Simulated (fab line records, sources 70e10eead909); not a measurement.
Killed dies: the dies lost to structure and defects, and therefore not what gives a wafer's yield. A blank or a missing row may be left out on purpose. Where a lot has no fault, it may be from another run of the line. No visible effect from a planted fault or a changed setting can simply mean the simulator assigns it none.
Matching of chambers + flow nand_harc + rie_diel-02 running NHARC_A_M1_STRIP_18: 4 sister chambers
The step strips in N2/H2. 14 wafers are shown with their chamber, then 7 later ones without.

WAFERS PAIRED WITH THEIR CHAMBERS
| wafer  | chamber | power_w (W) | rf_vpp_V (V) | oes_product_au (a.u.) |
|--------|---------|-------------|--------------|-----------------------|
| L458.1 | 0       | 1003.8      | 89.8         | 1.005                 |
| L458.2 | 3       | 1003.3      | 90.9         | 1.003                 |
| L458.4 | 2       | 1000.9      | 90.6         | 1.018                 |
| L459.2 | 0       | 1001.8      | 90.9         | 1.000                 |
| L459.5 | 1       | 1000.1      | 89.5         | 0.983                 |
| L459.6 | 0       | 997.6       | 90.3         | 1.005                 |
| L468.2 | 3       | 999.4       | 89.9         | 0.990                 |
| L468.3 | 0       | 1003.7      | 89.0         | 0.979                 |
| L468.5 | 2       | 998.7       | 90.0         | 0.991                 |
| L470.3 | 3       | 1004.8      | 90.6         | 0.995                 |
| L470.5 | 1       | 998.8       | 90.1         | 0.999                 |
| L470.6 | 0       | 1000.9      | 90.7         | 0.992                 |
| L471.1 | 1       | 1001.0      | 89.4         | 0.982                 |
| L471.2 | 2       | 996.9       | 90.4         | 0.996                 |

SIGNATURES, as means of the wafers listed above
| reading        | chamber 0 | chamber 1 | chamber 2 | chamber 3 | scatter within a chamber |
|----------------|-----------|-----------|-----------|-----------|--------------------------|
| power_w        | 1001.560  | 999.967   | 998.833   | 1002.500  | 2.28                     |
| rf_vpp_V       | 90.140    | 89.667    | 90.333    | 90.467    | 0.577                    |
| oes_product_au | 0.99620   | 0.98800   | 1.00167   | 0.99600   | 0.0108                   |
Rule: a wafer's distance from a chamber is the root of the sum, over the readings, of the square of ((its reading less the chamber's mean) divided by the reading's scatter). If the next closest chamber is less than 2 further off than the closest, the wafer can't be placed; otherwise it belongs to the closest. The scatter is the square root of a quotient: the sum, over the shown wafers, of each reading's squared deviation from its chamber's mean, divided by wafers minus chambers.

WAFERS WHOSE CHAMBER IS MISSING
| wafer  | power_w (W) | rf_vpp_V (V) | oes_product_au (a.u.) |
|--------|-------------|--------------|-----------------------|
| L471.6 | 1000.5      | 91.1         | 0.992                 |
| L472.4 | 1001.8      | 92.6         | 1.002                 |
| L472.5 | 1002.6      | 91.0         | 0.987                 |
| L472.6 | 1002.0      | 89.7         | 0.993                 |
| L481.2 | 1004.0      | 90.7         | 0.992                 |
| L481.3 | 1006.1      | 89.4         | 0.982                 |
| L481.6 | 1003.2      | 90.2         | 0.989                 |

WHICH CHAMBER EACH ONE RAN IN
| wafer  | from the rows above               | in truth |
|--------|-----------------------------------|----------|
| L471.6 | can't be placed: 3 or 2 or 0 or 1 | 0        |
| L472.4 | can't be placed: 3 or 2 or 0 or 1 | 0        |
| L472.5 | can't be placed: 3 or 0 or 2 or 1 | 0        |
| L472.6 | can't be placed: 0 or 1 or 3 or 2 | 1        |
| L481.2 | can't be placed: 3 or 0 or 2 or 1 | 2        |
| L481.3 | can't be placed: 0 or 3 or 1 or 2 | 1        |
| L481.6 | can't be placed: 3 or 0 or 1 or 2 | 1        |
Correctly placed: 0 of 7. From these rows, 7 cannot be placed; in 7 the true chamber is one of the candidates. Placed wrongly: 0.
